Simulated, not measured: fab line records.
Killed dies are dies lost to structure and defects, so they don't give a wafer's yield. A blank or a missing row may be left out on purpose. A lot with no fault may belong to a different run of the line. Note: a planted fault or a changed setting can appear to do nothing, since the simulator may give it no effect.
Split-lot experiment :: flow n5_finfet :: 7 lots, 21 wafers read, on a route of 1938 steps

## THE SPLIT
At N5_BEOL_M8_COAT_22 (resist thk 30 nm), the setting spin_rpm was moved away from the recipe's 1500 rpm on 2 of the 21 wafers read, by -4.0% to +3.3%. All remaining wafers had this setting at the recipe value.

## FROM THE SPLIT TO THE READING: what the file shows between them, 4 steps
- N5_BEOL_M8_EXPOSE_25: exposes mask V7, target cd 40 nm (also split here: dose_mj)
- N5_BEOL_M8_PEB_26: peb time 60 s
- N5_BEOL_M8_DEVELOP_27: develop time 30 s
- N5_BEOL_M8_CD_MEAS_28: target cd 40 nm

## THE READING
CAR-EUV_of_BEOL_M8_COAT_22.thk_nm (the simulator's own value, which no gauge read), in nm, at N5_BEOL_M8_DESCUM_33 (chemistry O2, time 7 s). No usual value for it is given in the file. Here, 19 wafers ran the recipe; their average is 26.0 nm with a standard deviation of 0.14 nm.

wafer: L074.2
tool, chamber at the split: litho_track-01, 0
spin_rpm as run, rpm: 1500
against the recipe: recipe
CAR-EUV_of_BEOL_M8_COAT_22.thk_nm, nm: 26.2
against lot-mates on the recipe: -

wafer: L074.3
tool, chamber at the split: litho_track-01, 0
spin_rpm as run, rpm: 1500
against the recipe: recipe
CAR-EUV_of_BEOL_M8_COAT_22.thk_nm, nm: 26
against lot-mates on the recipe: -

wafer: L074.5
tool, chamber at the split: litho_track-01, 0
spin_rpm as run, rpm: 1500
against the recipe: recipe
CAR-EUV_of_BEOL_M8_COAT_22.thk_nm, nm: 26
against lot-mates on the recipe: -

wafer: L086.3
tool, chamber at the split: litho_track-01, 0
spin_rpm as run, rpm: 1500
against the recipe: recipe
CAR-EUV_of_BEOL_M8_COAT_22.thk_nm, nm: 26
against lot-mates on the recipe: -

wafer: L086.5
tool, chamber at the split: litho_track-01, 0
spin_rpm as run, rpm: 1550
against the recipe: +3.3%
CAR-EUV_of_BEOL_M8_COAT_22.thk_nm, nm: 25.6
against lot-mates on the recipe: -0.5

wafer: L086.6
tool, chamber at the split: litho_track-01, 0
spin_rpm as run, rpm: 1500
against the recipe: recipe
CAR-EUV_of_BEOL_M8_COAT_22.thk_nm, nm: 26.2
against lot-mates on the recipe: -

wafer: L081.1
tool, chamber at the split: litho_track-03, 0
spin_rpm as run, rpm: 1500
against the recipe: recipe
CAR-EUV_of_BEOL_M8_COAT_22.thk_nm, nm: 26.2
against lot-mates on the recipe: -

wafer: L081.2
tool, chamber at the split: litho_track-03, 0
spin_rpm as run, rpm: 1500
against the recipe: recipe
CAR-EUV_of_BEOL_M8_COAT_22.thk_nm, nm: 26
against lot-mates on the recipe: -

wafer: L081.4
tool, chamber at the split: litho_track-03, 0
spin_rpm as run, rpm: 1500
against the recipe: recipe
CAR-EUV_of_BEOL_M8_COAT_22.thk_nm, nm: 26.2
against lot-mates on the recipe: -

wafer: L090.2
tool, chamber at the split: litho_track-01, 0
spin_rpm as run, rpm: 1500
against the recipe: recipe
CAR-EUV_of_BEOL_M8_COAT_22.thk_nm, nm: 26
against lot-mates on the recipe: -

wafer: L090.3
tool, chamber at the split: litho_track-01, 0
spin_rpm as run, rpm: 1500
against the recipe: recipe
CAR-EUV_of_BEOL_M8_COAT_22.thk_nm, nm: 26
against lot-mates on the recipe: -

wafer: L090.6
tool, chamber at the split: litho_track-01, 0
spin_rpm as run, rpm: 1440
against the recipe: -4.0%
CAR-EUV_of_BEOL_M8_COAT_22.thk_nm, nm: 26.8
against lot-mates on the recipe: +0.8

wafer: L089.3
tool, chamber at the split: litho_track-04, 0
spin_rpm as run, rpm: 1500
against the recipe: recipe
CAR-EUV_of_BEOL_M8_COAT_22.thk_nm, nm: 26.2
against lot-mates on the recipe: -

wafer: L089.4
tool, chamber at the split: litho_track-04, 0
spin_rpm as run, rpm: 1500
against the recipe: recipe
CAR-EUV_of_BEOL_M8_COAT_22.thk_nm, nm: 26
against lot-mates on the recipe: -

wafer: L089.6
tool, chamber at the split: litho_track-04, 0
spin_rpm as run, rpm: 1500
against the recipe: recipe
CAR-EUV_of_BEOL_M8_COAT_22.thk_nm, nm: 26.2
against lot-mates on the recipe: -

wafer: L087.3
tool, chamber at the split: litho_track-03, 0
spin_rpm as run, rpm: 1500
against the recipe: recipe
CAR-EUV_of_BEOL_M8_COAT_22.thk_nm, nm: 25.8
against lot-mates on the recipe: -

wafer: L087.4
tool, chamber at the split: litho_track-03, 0
spin_rpm as run, rpm: 1500
against the recipe: recipe
CAR-EUV_of_BEOL_M8_COAT_22.thk_nm, nm: 25.8
against lot-mates on the recipe: -

wafer: L087.5
tool, chamber at the split: litho_track-03, 0
spin_rpm as run, rpm: 1500
against the recipe: recipe
CAR-EUV_of_BEOL_M8_COAT_22.thk_nm, nm: 25.8
against lot-mates on the recipe: -

wafer: L093.3
tool, chamber at the split: litho_track-04, 0
spin_rpm as run, rpm: 1500
against the recipe: recipe
CAR-EUV_of_BEOL_M8_COAT_22.thk_nm, nm: 26
against lot-mates on the recipe: -

wafer: L093.4
tool, chamber at the split: litho_track-04, 0
spin_rpm as run, rpm: 1500
against the recipe: recipe
CAR-EUV_of_BEOL_M8_COAT_22.thk_nm, nm: 26.2
against lot-mates on the recipe: -

wafer: L093.6
tool, chamber at the split: litho_track-04, 0
spin_rpm as run, rpm: 1500
against the recipe: recipe
CAR-EUV_of_BEOL_M8_COAT_22.thk_nm, nm: 26
against lot-mates on the recipe: -

FIT RESULTS
A straight line over all 21 wafers: CAR-EUV_of_BEOL_M8_COAT_22.thk_nm changes by -0.166 nm for each +1% of spin_rpm; r = -0.81; the points scatter about the line by 0.14 nm.
The same after taking each lot's own level away (the mean of its wafers on the recipe; 21 wafers): -0.179 nm for each +1%; r = -0.93; scatter 0.086 nm.
That fit puts the effect of the largest move of spin_rpm on the reading at 0.72 nm.
Measured against the standard deviation above, the lots' own levels, which go from 25.80 to 26.13 nm, span 2.4 times it.
The two slopes agree, so the slope changes little with the lot-to-lot level.
Check: with one of the wafers moved furthest among these (-4.0%) left out of the fit, the line predicts +0.6 nm for it against its lot-mates. It came out at +0.8 nm against them.

## THESE WAFERS: OTHER SPLITS
These wafers also went through other splits before the reading. Each is held against what the fit with the lots' levels taken away leaves over:
other split on the same wafers: N5_BEOL_M6_TRENCH_ETCH_37 time_s
wafers away from the commonest value: 6
r with CAR-EUV_of_BEOL_M8_COAT_22.thk_nm (lot level and that fit taken away): +0.02

other split on the same wafers: N5_BEOL_M7_COAT_60 spin_rpm
wafers away from the commonest value: 6
r with CAR-EUV_of_BEOL_M8_COAT_22.thk_nm (lot level and that fit taken away): -0.07

other split on the same wafers: N5_BEOL_M7_ETCH_61 source_w
wafers away from the commonest value: 7
r with CAR-EUV_of_BEOL_M8_COAT_22.thk_nm (lot level and that fit taken away): +0.05

other split on the same wafers: N5_BEOL_M8_EXPOSE_25 dose_mj
wafers away from the commonest value: 9
r with CAR-EUV_of_BEOL_M8_COAT_22.thk_nm (lot level and that fit taken away): -0.24

## THE WHOLE CHAIN: every reading that the file lists as answering this split, in the file's order
step: N5_BEOL_M8_COAT_22
what it does: resist thk 30 nm
reading: CAR-EUV_of_BEOL_M8_COAT_22.thk_nm (the simulator's own value, which no gauge read)
change (the file's fit): -0.138 nm for each +1% of the setting
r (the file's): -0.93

step: N5_BEOL_M8_DESCUM_33
what it does: chemistry O2, time 7 s
reading: CAR-EUV_of_BEOL_M8_COAT_22.thk_nm (the simulator's own value, which no gauge read)
change (the file's fit): -0.18 nm for each +1% of the setting
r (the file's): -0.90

## FILE'S OWN FIT
CAR-EUV_of_BEOL_M8_COAT_22.thk_nm changes by -0.18 nm for each +1% of spin_rpm, r = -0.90.
